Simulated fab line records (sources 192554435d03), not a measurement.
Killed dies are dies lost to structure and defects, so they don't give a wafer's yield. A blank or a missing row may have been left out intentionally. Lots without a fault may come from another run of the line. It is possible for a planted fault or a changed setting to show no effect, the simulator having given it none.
Chamber matching	flow n5-finfet	4 sister chambers for N5_BEOL_M0_SAQP_ETCH_83 on rie-diel-05
The step etches SiARC in CF4, target depth 39 nm, time 65 s. 8 wafers are shown with their chamber, then 7 later ones without.

== EACH WAFER AND ITS CHAMBER ==
wafer	chamber	showerhead-plenum-p-Torr (Torr)	drypump-motor-current-A (A)
L079.4	3	2.05	5.7
L081.3	1	2.22	5.6
L081.6	1	2.22	5.5
L085.2	3	2.05	5.7
L085.3	2	2.25	6.1
L085.4	0	2.06	5.0
L086.2	0	2.05	5.0
L086.3	2	2.25	6.1

== WAFERS WITH NO CHAMBER GIVEN ==
wafer	showerhead-plenum-p-Torr (Torr)	drypump-motor-current-A (A)
L086.4	2.05	5.7
L089.1	2.25	6.1
L089.2	2.21	5.6
L089.4	2.04	5.7
L097.4	2.25	6.1
L097.5	2.21	5.6
L097.6	2.05	5.0

== WHICH CHAMBER EACH ONE RAN IN ==
wafer	from the rows above	in truth
L086.4	3	3
L089.1	2	2
L089.2	1	1
L089.4	3	3
L097.4	2	2
L097.5	1	1
L097.6	0	0
Correct placement for 7 of the 7. Number that these rows cannot place: 0. Wrongly placed: 0.
How it was worked out, from the rows above alone: a wafer's distance from a chamber is the root of the sum, over the readings, of the square of ((its reading less the chamber's mean) divided by the reading's scatter). If the next closest chamber is less than 2 further off than the closest, the wafer can't be placed; otherwise it belongs to the closest. A chamber's mean is the mean of its shown wafers. The scatter: the root of (the sum of the squares of (reading less its chamber's mean) over the shown wafers, divided by (wafers less chambers)).
